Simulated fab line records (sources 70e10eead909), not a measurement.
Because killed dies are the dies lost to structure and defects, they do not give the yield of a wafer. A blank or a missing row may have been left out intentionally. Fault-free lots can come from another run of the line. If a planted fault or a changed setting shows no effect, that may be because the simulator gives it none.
Which tool did it?    flow nand harc    Sampling: 14 lots, 39 wafers, 5 of 1302 route steps

== WHAT THE GAUGES READ, wafer by wafer ==
NHARC_END_SORT_01. Usual: killed at array 56, standard deviation 19; killed at other 1.0, standard deviation 1.5; killed at periphery 3.4, standard deviation 2.4; killed dies 60, standard deviation 19; killed open 3.3, standard deviation 1.8; killed short 2.4, standard deviation 1.7.
lot   measured      on         killed at array  killed at other  killed at periphery  killed dies  killed open  killed short  flag
L482  day 24 18:35  prober-02  34 29 38         0 0 1            1 0 3                35 29 42     4 2 4        1 2 2         
L483  day 24 17:45  prober-01  28 26 16         2 4 2            2 5 2                32 35 20     5 5 3        2 6 0         
L484  day 25 05:41  prober-02  89 107 79        0 0 2            1 4 3                90 111 84    1 3 2        0 1 1         
L486  day 26 15:14  prober-01  68 66 66         0 0 0            2 1 0                70 67 66     2 5 2        2 2 1         
L488  day 27 07:42  prober-02  45 36 39         3 1 2            6 7 2                54 44 43     5 2 2        3 1 1         
L487  day 27 07:46  prober-01  74 83 73         1 0 0            4 7 8                79 90 81     4 5 3        4 0 1         
L490  day 28 04:40  prober-01  49 51 38         1 0 0            6 10 7               56 61 45     2 6 1        2 3 2         
L494  day 28 13:17  prober-01  50 52 46         0 0 0            3 3 3                53 55 49     4 2 3        7 4 4         
L492  day 28 11:39  prober-02  78 83 79         0 0 0            5 0 1                83 83 80     6 4 6        5 2 1         
L495  day 30 00:05  prober-01  94 88 86         0 0 0            7 1 4                101 89 90    4 2 4        4 1 3         
L497  day 30 01:36  prober-02  55 46 54         0 0 0            3 2 2                58 48 56     2 3 2        4 0 5         
L498  day 31 04:42  prober-01  27 35            1 1              7 5                  35 41        3 2          4 0           
L499  day 32 03:11  prober-02  45 38            0 0              1 4                  46 42        1 3          2 4           

== TOOL THAT RAN EACH LOT (tool first, then ch and the chambers of the sampled wafers, then the start) ==
lot   NHARC_A_SGD_CUT_ETCH_16                        NHARC_A_SGD_CUT_CMP_21         NHARC_A_SGD_CUT_STRIP_28                       NHARC_A_SLIT_SOFTBAKE_04
L482  rie diel-11 ch 0,1,3, day 19 22:14 or earlier  cmp-04 ch 0,3, day 19 22:14    rie diel-11 ch 0,1, day 19 22:53               litho track-06 ch 0, day 20 04:00
L483  rie diel-10 ch 0,2,3, day 19 22:21 or earlier  cmp-02 ch 2,3, day 19 22:21    rie diel-10 ch 0,1, day 20 05:00 or earlier    litho track-01 ch 0, day 20 05:00
L484  rie diel-08 ch 0,1,2, day 20 03:08 or earlier  cmp-01 ch 0,1,2, day 20 03:08  rie diel-08 ch 0,1,3, day 20 10:00 or earlier  litho track-06 ch 0, day 20 10:00
L486  rie diel-08 ch 0,1,2, day 21 14:43 or earlier  cmp-04 ch 0,2,3, day 21 14:43  rie diel-08 ch 1,3, day 21 23:00 or earlier    litho track-01 ch 0, day 21 23:00
L488  rie diel-11 ch 0,1,2, day 21 14:43 or earlier  cmp-02 ch 0,1,2, day 21 14:43  rie diel-11 ch 0,1,2, day 22 01:00 or earlier  litho track-04 ch 0, day 22 01:00
L487  rie diel-08 ch 0,1, day 21 14:43 or earlier    cmp-01 ch 0,1, day 21 14:43    rie diel-10 ch 0,1, day 22 01:00 or earlier    litho track-06 ch 0, day 22 01:00
L490  rie diel-10 ch 0,1,2, day 23 10:13 or earlier  cmp-04 ch 2,3, day 23 10:13    rie diel-08 ch 2,3, day 23 15:00 or earlier    litho track-06 ch 0, day 23 15:00
L494  rie diel-10 ch 0,1,3, day 23 15:43 or earlier  cmp-01 ch 0,1, day 23 15:43    rie diel-11 ch 1,2,3, day 23 21:00 or earlier  litho track-01 ch 0, day 23 21:00
L492  rie diel-08 ch 1,2,3, day 23 15:41 or earlier  cmp-04 ch 0,2,3, day 23 15:41  rie diel-08 ch 1,3, day 23 21:00 or earlier    litho track-04 ch 0, day 23 21:00
L495  rie diel-08 ch 0,1,2, day 25 01:34 or earlier  cmp-01 ch 0,2,3, day 25 01:34  rie diel-11 ch 1,2,3, day 25 10:00 or earlier  litho track-04 ch 0, day 25 10:00
L497  rie diel-10 ch 1,2,3, day 25 01:32 or earlier  cmp-04 ch 2,3, day 25 01:32    rie diel-10 ch 0,2, day 25 09:00 or earlier    litho track-01 ch 0, day 25 09:00
L498  rie diel-11 ch 3, day 26 12:06 or earlier      cmp-04 ch 0,2, day 26 12:06    rie diel-08 ch 0,1, day 26 17:00 or earlier    litho track-01 ch 0, day 26 17:00
L500  rie diel-08 ch 0,3, day 27 00:31 or earlier    cmp-02 ch 1,3, day 27 00:31    rie diel-10 ch 1,3, day 27 05:00 or earlier    litho track-01 ch 0, day 27 05:00
L499  rie diel-08 ch 0,2, day 27 00:34 or earlier    cmp-04 ch 2,3, day 27 00:34    rie diel-11 ch 0,3, day 27 06:00 or earlier    litho track-01 ch 0, day 27 06:00
- NHARC_A_SGD_CUT_ETCH_16: etches the open film in C4F8/O2/Ar, target depth 310.5 nm, time 155.2 s.
- NHARC_A_SGD_CUT_CMP_21: polishes, target thk 148.19 nm.
- NHARC_A_SGD_CUT_STRIP_28: strips in O2, time 20 s.
- NHARC_A_SLIT_SOFTBAKE_04: time 55 s.

== AS READ BY THE TOOLS THEMSELVES (means over the sampled wafers that have a number; for cases with no such wafer, the mark the record gives instead) ==
NHARC_A_SGD_CUT_ETCH_16. Usual: oes product au 0.975 a.u., standard deviation 0.011; rf vpp V 722 V, standard deviation 4.7.
lot   tool         oes product au (a.u.)  rf vpp V (V)  flag
L482  rie diel-11  0.979                  718           
L483  rie diel-10  0.970                  726           
L484  rie diel-08  0.971                  721           
L486  rie diel-08  0.986                  720           
L488  rie diel-11  0.981                  721           
L487  rie diel-08  0.974                  718           
L490  rie diel-10  0.962                  723           
L494  rie diel-10  0.981                  725           
L492  rie diel-08  0.980                  724           
L495  rie diel-08  0.979                  721           
L497  rie diel-10  0.980                  721           
L498  rie diel-11  0.970                  717           
L500  rie diel-08  0.984                  724           
L499  rie diel-08  0.986                  720           

NHARC_A_SGD_CUT_CMP_21. Usual: motor current A 11.8 A, standard deviation 0.66; time to endpoint s 50.9 s, standard deviation 2.7.
lot   tool    motor current A (A)  time to endpoint s (s)  flag
L482  cmp-04  11.5                 49.1                    
L483  cmp-02  11.0                 51.7                    
L484  cmp-01  11.9                 47.9                    
L486  cmp-04  11.5                 51.6                    
L488  cmp-02  11.2                 50.9                    
L487  cmp-01  12.0                 47.8                    
L490  cmp-04  12.1                 54.2                    
L494  cmp-01  12.0                 46.3                    
L492  cmp-04  11.7                 52.8                    
L495  cmp-01  12.0                 50.5                    
L497  cmp-04  11.5                 54.1                    
L498  cmp-04  11.6                 54.7                    
L500  cmp-02  11.9                 53.0                    
L499  cmp-04  11.8                 52.2                    

NHARC_A_SGD_CUT_STRIP_28. Usual: drypump motor current A 5.7 A, standard deviation 0.49; oes product au 1.001 a.u., standard deviation 0.0073; rf vpp V 57.8 V, standard deviation 0.97; showerhead plenum p Torr 3.49 Torr, standard deviation 0.17; throttle valve pct 17.035 %, standard deviation 0.0091.
lot   tool         drypump motor current A (A)  oes product au (a.u.)  rf vpp V (V)  showerhead plenum p Torr (Torr)  throttle valve pct (%)  flag
L482  rie diel-11  5.4                          0.995                  57.2          3.34                             17.036                  
L483  rie diel-10  5.8                          1.003                  58.3          3.64                             17.033                  
L484  rie diel-08  5.8                          1.001                  57.4          3.52                             17.036                  
L486  rie diel-08  5.7                          1.004                  58.2          3.54                             17.038                  
L488  rie diel-11  5.7                          1.002                  57.1          3.48                             17.043                  
L487  rie diel-10  5.9                          1.003                  57.2          3.49                             17.032                  
L490  rie diel-08  6.0                          0.996                  57.4          3.68                             17.042                  
L494  rie diel-11  5.9                          1.005                  57.5          3.44                             17.039                  
L492  rie diel-08  5.7                          1.003                  58.2          3.54                             17.033                  
L495  rie diel-11  5.9                          1.007                  57.6          3.44                             17.036                  
L497  rie diel-10  5.8                          0.999                  57.0          3.66                             17.036                  
L498  rie diel-08  5.6                          1.004                  57.6          3.41                             17.044                  
L500  rie diel-10  6.2                          0.998                  58.8          3.48                             17.035                  
L499  rie diel-11  5.1                          1.001                  56.5          3.36                             17.035                  

NHARC_A_SLIT_SOFTBAKE_04. Usual: chill plate temp C 23.02 C, standard deviation 0.099; exhaust pa 44.8 Pa, standard deviation 0.84; heater power total W 188.45 W, standard deviation 0.13.
lot   tool            chill plate temp C (C)  exhaust pa (Pa)  heater power total W (W)  flag
L482  litho track-06  22.96                   44.8             188.42                    
L483  litho track-01  22.97                   44.8             188.47                    
L484  litho track-06  23.04                   44.2             188.45                    
L486  litho track-01  23.16                   44.2             188.49                    
L488  litho track-04  23.04                   45.9             188.39                    
L487  litho track-06  23.05                   44.7             188.51                    
L490  litho track-06  22.96                   44.5             188.48                    
L494  litho track-01  23.01                   44.6             188.56                    
L492  litho track-04  23.07                   43.2             188.46                    
L495  litho track-04  23.01                   45.6             188.43                    
L497  litho track-01  22.86                   44.9             188.50                    
L498  litho track-01  23.05                   44.4             196.69                    OFF
L500  litho track-01  22.92                   43.8             205.06                    OFF
L499  litho track-01  23.13                   45.0             196.81                    OFF

== THE ANSWER, worked out from the rows above alone ==
Rule: take the mean of a lot's wafers that have a number; if it is more than 3 standard deviations from the usual mean, the lot is off. A lot without any number at a reading at which 4 lots or more have one is off too. Where the step has rows for the other lots, those lots are counted as sound. First the gauges in route order, then the tools' own readings, where a lot's mean is used as printed above. The first step at which some lot is off is used, and at that step the reading that is off furthest; a lot without a number counts as furthest.
Off at NHARC_A_SLIT_SOFTBAKE_04 (heater power total W): L498, L500, L499.
If a tool, at that step or one of the process steps before it, ran each lot that is off and ran no sound lot following the first of them, it fits. NHARC_A_SGD_CUT_ETCH_16: start missing for some lots; hours and lot order therefore follow NHARC_A_SGD_CUT_CMP_21. NHARC_A_SGD_CUT_STRIP_28: start missing for some lots; hours and lot order therefore follow NHARC_A_SLIT_SOFTBAKE_04. One fits: litho track-01 at NHARC_A_SLIT_SOFTBAKE_04. A fault onset in the window from L497 (day 25 09:00, its last sound lot) to L498 (day 26 17:00, its first lot off) fits.
On the lots that are off, the tool's own readings at NHARC_A_SLIT_SOFTBAKE_04 differ by more than 5 times the standard deviation of the sound lots' means, which bears it out; heater power total W reads 199.52 W there versus 188.47 W on the sound lots.

== WHAT THE SIMULATOR PUT IN ==
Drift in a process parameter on litho track-01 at NHARC_A_SLIT_SOFTBAKE_04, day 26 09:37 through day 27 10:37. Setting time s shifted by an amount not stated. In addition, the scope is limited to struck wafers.
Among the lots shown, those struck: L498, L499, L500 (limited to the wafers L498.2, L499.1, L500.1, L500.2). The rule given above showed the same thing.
